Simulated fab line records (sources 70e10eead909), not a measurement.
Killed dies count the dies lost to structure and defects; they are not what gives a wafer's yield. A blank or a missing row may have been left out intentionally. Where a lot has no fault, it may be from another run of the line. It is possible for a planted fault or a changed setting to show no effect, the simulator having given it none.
Which tool was responsible? / flow nand harc / 39 wafers from 13 lots sampled at 5 of the route's 1159 steps

WHAT THE GAUGES SHOWED, per wafer
NHARC_END_SORT_01. Usual: killed at array 28, standard deviation 11; killed at other 0.7, standard deviation 1.1; killed at periphery 2.9, standard deviation 2; killed dies 32, standard deviation 11; killed open 3.2, standard deviation 1.8; killed short 2.0, standard deviation 1.4.
lot=L468; measured=day 19 12:55; on=prober-02; killed at array=27 29 26; killed at other=2 0 0; killed at periphery=3 2 1; killed dies=32 31 27; killed open=3 3 4; killed short=2 2 0; flag=
lot=L470; measured=day 19 12:08; on=prober-01; killed at array=7 10 7; killed at other=2 0 1; killed at periphery=1 2 3; killed dies=10 12 11; killed open=3 0 1; killed short=1 0 2; flag=
lot=L469; measured=day 19 19:55; on=prober-01; killed at array=25 29 35; killed at other=0 0 0; killed at periphery=1 0 3; killed dies=26 29 38; killed open=3 1 4; killed short=2 1 3; flag=
lot=L471; measured=day 19 19:04; on=prober-02; killed at array=32 27 34; killed at other=1 2 1; killed at periphery=4 2 0; killed dies=37 31 35; killed open=5 2 5; killed short=3 0 1; flag=
lot=L473; measured=day 20 02:53; on=prober-02; killed at array=15 33 23; killed at other=0 0 0; killed at periphery=4 5 1; killed dies=19 38 24; killed open=1 5 3; killed short=2 1 2; flag=
lot=L472; measured=day 20 09:52; on=prober-01; killed at array=20 22 20; killed at other=0 0 0; killed at periphery=1 3 0; killed dies=21 25 20; killed open=7 4 2; killed short=0 6 1; flag=
lot=L474; measured=day 20 11:31; on=prober-02; killed at array=26 25 31; killed at other=0 0 0; killed at periphery=3 1 3; killed dies=29 26 34; killed open=3 2 5; killed short=0 2 3; flag=
lot=L476; measured=day 21 12:28; on=prober-02; killed at array=23 18 28; killed at other=4 0 3; killed at periphery=4 3 2; killed dies=31 21 33; killed open=3 1 5; killed short=0 1 0; flag=
lot=L478; measured=day 21 12:27; on=prober-01; killed at array=34 22 14; killed at other=0 0 0; killed at periphery=2 3 4; killed dies=36 25 18; killed open=3 4 3; killed short=2 3 0; flag=
lot=L477; measured=day 21 21:52; on=prober-01; killed at array=49 49 40; killed at other=1 0 1; killed at periphery=2 1 3; killed dies=52 50 44; killed open=1 5 3; killed short=2 1 2; flag=
lot=L482; measured=day 21 22:17; on=prober-02; killed at array=27 26 32; killed at other=1 0 1; killed at periphery=1 1 2; killed dies=29 27 35; killed open=3 7 2; killed short=3 0 5; flag=
lot=L481; measured=day 22 04:53; on=prober-01; killed at array=31 28 30; killed at other=2 1 1; killed at periphery=2 5 4; killed dies=35 34 35; killed open=3 6 4; killed short=6 5 4; flag=
lot=L487; measured=day 23 19:53; on=prober-01; killed at array=12 17 629; killed at other=1 2 0; killed at periphery=3 0 5; killed dies=16 19 634; killed open=2 1 6; killed short=1 5 1; flag=OFF

EACH LOT AND THE TOOL THAT RAN IT (in order: tool; ch and the chambers of the sampled wafers; start)
lot=L468; NHARC_A_CONTACT_DEP_84=acl dep-02 ch 0, day 16 20:41; NHARC_A_BONDPAD_PVD_17=pvd sputter-02, day 19 03:46 or earlier; NHARC_THIN_TSV_PVD_19=pvd sputter-01, day 19 03:46 or earlier; NHARC_THIN_TSV_DESCUM_35=rie diel-07 ch 0,1,3, day 19 03:46
lot=L470; NHARC_A_CONTACT_DEP_84=acl dep-03 ch 0, day 16 22:06; NHARC_A_BONDPAD_PVD_17=pvd sputter-03, day 19 02:32 or earlier; NHARC_THIN_TSV_PVD_19=pvd sputter-02, day 19 02:32 or earlier; NHARC_THIN_TSV_DESCUM_35=rie diel-01 ch 0,2,3, day 19 02:32
lot=L469; NHARC_A_CONTACT_DEP_84=acl dep-03 ch 0, day 16 23:22; NHARC_A_BONDPAD_PVD_17=pvd sputter-02, day 19 06:14 or earlier; NHARC_THIN_TSV_PVD_19=pvd sputter-03, day 19 06:14 or earlier; NHARC_THIN_TSV_DESCUM_35=rie diel-01 ch 3, day 19 06:14
lot=L471; NHARC_A_CONTACT_DEP_84=acl dep-02 ch 0, day 17 07:48; NHARC_A_BONDPAD_PVD_17=pvd sputter-02, day 19 05:10 or earlier; NHARC_THIN_TSV_PVD_19=pvd sputter-01, day 19 05:10 or earlier; NHARC_THIN_TSV_DESCUM_35=rie diel-01 ch 3, day 19 05:10
lot=L473; NHARC_A_CONTACT_DEP_84=acl dep-01 ch 0, day 17 14:12; NHARC_A_BONDPAD_PVD_17=pvd sputter-01, day 19 11:07 or earlier; NHARC_THIN_TSV_PVD_19=pvd sputter-02, day 19 11:07 or earlier; NHARC_THIN_TSV_DESCUM_35=rie diel-07 ch 0,2, day 19 11:07
lot=L472; NHARC_A_CONTACT_DEP_84=acl dep-01 ch 0, day 17 19:13; NHARC_A_BONDPAD_PVD_17=pvd sputter-03, day 20 00:46 or earlier; NHARC_THIN_TSV_PVD_19=pvd sputter-01, day 20 00:46 or earlier; NHARC_THIN_TSV_DESCUM_35=rie diel-01 ch 0,1,3, day 20 00:46
lot=L474; NHARC_A_CONTACT_DEP_84=acl dep-02 ch 0, day 18 00:29; NHARC_A_BONDPAD_PVD_17=pvd sputter-01, day 20 02:08 or earlier; NHARC_THIN_TSV_PVD_19=pvd sputter-01, day 20 02:08 or earlier; NHARC_THIN_TSV_DESCUM_35=rie diel-01 ch 0,1,3, day 20 02:08
lot=L476; NHARC_A_CONTACT_DEP_84=acl dep-03 ch 0, day 19 02:10; NHARC_A_BONDPAD_PVD_17=pvd sputter-02, day 21 01:05 or earlier; NHARC_THIN_TSV_PVD_19=pvd sputter-03, day 21 01:05 or earlier; NHARC_THIN_TSV_DESCUM_35=rie diel-03 ch 1,2,3, day 21 01:05
lot=L478; NHARC_A_CONTACT_DEP_84=acl dep-03 ch 0, day 19 04:16; NHARC_A_BONDPAD_PVD_17=pvd sputter-02, day 21 06:05 or earlier; NHARC_THIN_TSV_PVD_19=pvd sputter-03, day 21 06:05 or earlier; NHARC_THIN_TSV_DESCUM_35=rie diel-07 ch 0,1,3, day 21 06:05
lot=L477; NHARC_A_CONTACT_DEP_84=acl dep-01 ch 0, day 19 05:59; NHARC_A_BONDPAD_PVD_17=pvd sputter-01, day 21 07:40 or earlier; NHARC_THIN_TSV_PVD_19=pvd sputter-03, day 21 07:40 or earlier; NHARC_THIN_TSV_DESCUM_35=rie diel-01 ch 1,2,3, day 21 07:40
lot=L482; NHARC_A_CONTACT_DEP_84=acl dep-03 ch 0, day 19 14:46; NHARC_A_BONDPAD_PVD_17=pvd sputter-03, day 21 13:32 or earlier; NHARC_THIN_TSV_PVD_19=pvd sputter-03, day 21 13:32 or earlier; NHARC_THIN_TSV_DESCUM_35=rie diel-07 ch 0,1,3, day 21 13:32
lot=L481; NHARC_A_CONTACT_DEP_84=acl dep-02 ch 0, day 19 15:50; NHARC_A_BONDPAD_PVD_17=pvd sputter-02, day 21 15:09 or earlier; NHARC_THIN_TSV_PVD_19=pvd sputter-03, day 21 15:09 or earlier; NHARC_THIN_TSV_DESCUM_35=rie diel-03 ch 2,3, day 21 15:09
lot=L487; NHARC_A_CONTACT_DEP_84=acl dep-02 ch 0, day 21 11:14; NHARC_A_BONDPAD_PVD_17=pvd sputter-03, day 23 10:49 or earlier; NHARC_THIN_TSV_PVD_19=pvd sputter-02, day 23 10:49 or earlier; NHARC_THIN_TSV_DESCUM_35=rie diel-07 ch 1,3, day 23 10:49
- NHARC_A_CONTACT_DEP_84: deposits aC, target thk 2000 nm.
- NHARC_A_BONDPAD_PVD_17: deposits TaN, target thk 5 nm, time 8.06 s.
- NHARC_THIN_TSV_PVD_19: deposits TaN, target thk 20 nm.
- NHARC_THIN_TSV_DESCUM_35: chemistry O2, time 3 s.

WHAT THE TOOLS THEMSELVES READ (means of the sampled wafers that have a number; where no wafer has one, the mark that the record gives instead)
NHARC_A_CONTACT_DEP_84. Usual: throttle valve pct 35.000 %, standard deviation 0.0092.
lot=L468; tool=acl dep-02; throttle valve pct (%)=35.001; flag=
lot=L470; tool=acl dep-03; throttle valve pct (%)=35.010; flag=
lot=L469; tool=acl dep-03; throttle valve pct (%)=34.992; flag=
lot=L471; tool=acl dep-02; throttle valve pct (%)=35.006; flag=
lot=L473; tool=acl dep-01; throttle valve pct (%)=35.004; flag=
lot=L472; tool=acl dep-01; throttle valve pct (%)=34.992; flag=
lot=L474; tool=acl dep-02; throttle valve pct (%)=35.000; flag=
lot=L476; tool=acl dep-03; throttle valve pct (%)=35.001; flag=
lot=L478; tool=acl dep-03; throttle valve pct (%)=35.005; flag=
lot=L477; tool=acl dep-01; throttle valve pct (%)=35.006; flag=
lot=L482; tool=acl dep-03; throttle valve pct (%)=35.005; flag=
lot=L481; tool=acl dep-02; throttle valve pct (%)=34.997; flag=
lot=L487; tool=acl dep-02; throttle valve pct (%)=34.993; flag=

NHARC_A_BONDPAD_PVD_17. Usual: throttle valve pct 30.0 %, standard deviation 0.81.
lot=L468; tool=pvd sputter-02; throttle valve pct (%)=29.6; flag=
lot=L470; tool=pvd sputter-03; throttle valve pct (%)=30.2; flag=
lot=L469; tool=pvd sputter-02; throttle valve pct (%)=29.6; flag=
lot=L471; tool=pvd sputter-02; throttle valve pct (%)=30.2; flag=
lot=L473; tool=pvd sputter-01; throttle valve pct (%)=30.2; flag=
lot=L472; tool=pvd sputter-03; throttle valve pct (%)=29.8; flag=
lot=L474; tool=pvd sputter-01; throttle valve pct (%)=30.6; flag=
lot=L476; tool=pvd sputter-02; throttle valve pct (%)=30.4; flag=
lot=L478; tool=pvd sputter-02; throttle valve pct (%)=29.5; flag=
lot=L477; tool=pvd sputter-01; throttle valve pct (%)=29.2; flag=
lot=L482; tool=pvd sputter-03; throttle valve pct (%)=30.2; flag=
lot=L481; tool=pvd sputter-02; throttle valve pct (%)=29.8; flag=
lot=L487; tool=pvd sputter-03; throttle valve pct (%)=29.8; flag=

NHARC_THIN_TSV_PVD_19. Usual: throttle valve pct 30.0 %, standard deviation 0.71.
lot=L468; tool=pvd sputter-01; throttle valve pct (%)=30.5; flag=
lot=L470; tool=pvd sputter-02; throttle valve pct (%)=30.2; flag=
lot=L469; tool=pvd sputter-03; throttle valve pct (%)=29.8; flag=
lot=L471; tool=pvd sputter-01; throttle valve pct (%)=30.1; flag=
lot=L473; tool=pvd sputter-02; throttle valve pct (%)=30.0; flag=
lot=L472; tool=pvd sputter-01; throttle valve pct (%)=30.6; flag=
lot=L474; tool=pvd sputter-01; throttle valve pct (%)=30.5; flag=
lot=L476; tool=pvd sputter-03; throttle valve pct (%)=29.7; flag=
lot=L478; tool=pvd sputter-03; throttle valve pct (%)=30.1; flag=
lot=L477; tool=pvd sputter-03; throttle valve pct (%)=30.3; flag=
lot=L482; tool=pvd sputter-03; throttle valve pct (%)=30.3; flag=
lot=L481; tool=pvd sputter-03; throttle valve pct (%)=30.0; flag=
lot=L487; tool=pvd sputter-02; throttle valve pct (%)=29.6; flag=

NHARC_THIN_TSV_DESCUM_35. Usual: drypump motor current A 5.6 A, standard deviation 0.59; mfc ar sccm 0.010 sccm, standard deviation 0.011; oes product au 0.999 a.u., standard deviation 0.0097; rf vpp V 57.7 V, standard deviation 0.86; showerhead plenum p Torr 1.88 Torr, standard deviation 0.072; throttle valve pct 11.311 %, standard deviation 0.009.
lot=L468; tool=rie diel-07; drypump motor current A (A)=5.9; mfc ar sccm (sccm)=0.017; oes product au (a.u.)=0.981; rf vpp V (V)=57.6; showerhead plenum p Torr (Torr)=1.86; throttle valve pct (%)=11.319; flag=
lot=L470; tool=rie diel-01; drypump motor current A (A)=5.4; mfc ar sccm (sccm)=0.000; oes product au (a.u.)=0.996; rf vpp V (V)=57.5; showerhead plenum p Torr (Torr)=1.88; throttle valve pct (%)=11.311; flag=
lot=L469; tool=rie diel-01; drypump motor current A (A)=5.3; mfc ar sccm (sccm)=0.000; oes product au (a.u.)=1.000; rf vpp V (V)=57.9; showerhead plenum p Torr (Torr)=1.79; throttle valve pct (%)=11.314; flag=
lot=L471; tool=rie diel-01; drypump motor current A (A)=5.3; mfc ar sccm (sccm)=0.000; oes product au (a.u.)=0.991; rf vpp V (V)=58.0; showerhead plenum p Torr (Torr)=1.79; throttle valve pct (%)=11.315; flag=
lot=L473; tool=rie diel-07; drypump motor current A (A)=6.1; mfc ar sccm (sccm)=0.024; oes product au (a.u.)=0.999; rf vpp V (V)=57.8; showerhead plenum p Torr (Torr)=1.91; throttle valve pct (%)=11.312; flag=
lot=L472; tool=rie diel-01; drypump motor current A (A)=5.0; mfc ar sccm (sccm)=0.009; oes product au (a.u.)=0.997; rf vpp V (V)=57.5; showerhead plenum p Torr (Torr)=1.87; throttle valve pct (%)=11.306; flag=
lot=L474; tool=rie diel-01; drypump motor current A (A)=5.0; mfc ar sccm (sccm)=0.009; oes product au (a.u.)=1.000; rf vpp V (V)=57.8; showerhead plenum p Torr (Torr)=1.87; throttle valve pct (%)=11.309; flag=
lot=L476; tool=rie diel-03; drypump motor current A (A)=5.8; mfc ar sccm (sccm)=0.006; oes product au (a.u.)=1.011; rf vpp V (V)=57.9; showerhead plenum p Torr (Torr)=1.93; throttle valve pct (%)=11.316; flag=
lot=L478; tool=rie diel-07; drypump motor current A (A)=5.9; mfc ar sccm (sccm)=0.017; oes product au (a.u.)=0.997; rf vpp V (V)=57.5; showerhead plenum p Torr (Torr)=1.86; throttle valve pct (%)=11.302; flag=
lot=L477; tool=rie diel-01; drypump motor current A (A)=5.3; mfc ar sccm (sccm)=0.009; oes product au (a.u.)=1.000; rf vpp V (V)=57.1; showerhead plenum p Torr (Torr)=1.87; throttle valve pct (%)=11.301; flag=
lot=L482; tool=rie diel-07; drypump motor current A (A)=5.9; mfc ar sccm (sccm)=0.017; oes product au (a.u.)=0.999; rf vpp V (V)=58.1; showerhead plenum p Torr (Torr)=1.86; throttle valve pct (%)=11.309; flag=
lot=L481; tool=rie diel-03; drypump motor current A (A)=5.9; mfc ar sccm (sccm)=0.000; oes product au (a.u.)=0.999; rf vpp V (V)=58.2; showerhead plenum p Torr (Torr)=1.98; throttle valve pct (%)=11.307; flag=
lot=L487; tool=rie diel-07; drypump motor current A (A)=6.2; mfc ar sccm (sccm)=0.019; oes product au (a.u.)=0.997; rf vpp V (V)=56.8; showerhead plenum p Torr (Torr)=1.80; throttle valve pct (%)=11.317; flag=

THE ANSWER, worked out from the rows above alone
Rule: a lot counts as off when the mean over its wafers that have a number is more than 3 standard deviations away from the usual mean. A lot without any number at a reading at which 4 lots or more have one is off too. The other lots that the step has rows for count as sound. The gauges are gone through in route order, then the tools' own readings, and for those a lot's mean is taken as printed above. The first step at which some lot is off is used, and at that step the reading that is off furthest; a lot without a number counts as furthest.
Off at NHARC_END_SORT_01 (killed at array): L487.
A tool fits if, at a process step before that reading, it ran every lot that is off, and no sound lot after the first of them. The gauges at NHARC_END_SORT_01 are tried like those tools. NHARC_A_BONDPAD_PVD_17 gives no start for some lots, so the hours and the order of its lots are those of NHARC_THIN_TSV_DESCUM_35. NHARC_THIN_TSV_PVD_19 gives no start for some lots, so the hours and the order of its lots are those of NHARC_THIN_TSV_DESCUM_35. Can't be told from this: 5 tools fit, acl dep-02 at NHARC_A_CONTACT_DEP_84, pvd sputter-03 at NHARC_A_BONDPAD_PVD_17, pvd sputter-02 at NHARC_THIN_TSV_PVD_19, rie diel-07 at NHARC_THIN_TSV_DESCUM_35, prober-01 at NHARC_END_SORT_01.

WHAT THE SIMULATOR PUT IN
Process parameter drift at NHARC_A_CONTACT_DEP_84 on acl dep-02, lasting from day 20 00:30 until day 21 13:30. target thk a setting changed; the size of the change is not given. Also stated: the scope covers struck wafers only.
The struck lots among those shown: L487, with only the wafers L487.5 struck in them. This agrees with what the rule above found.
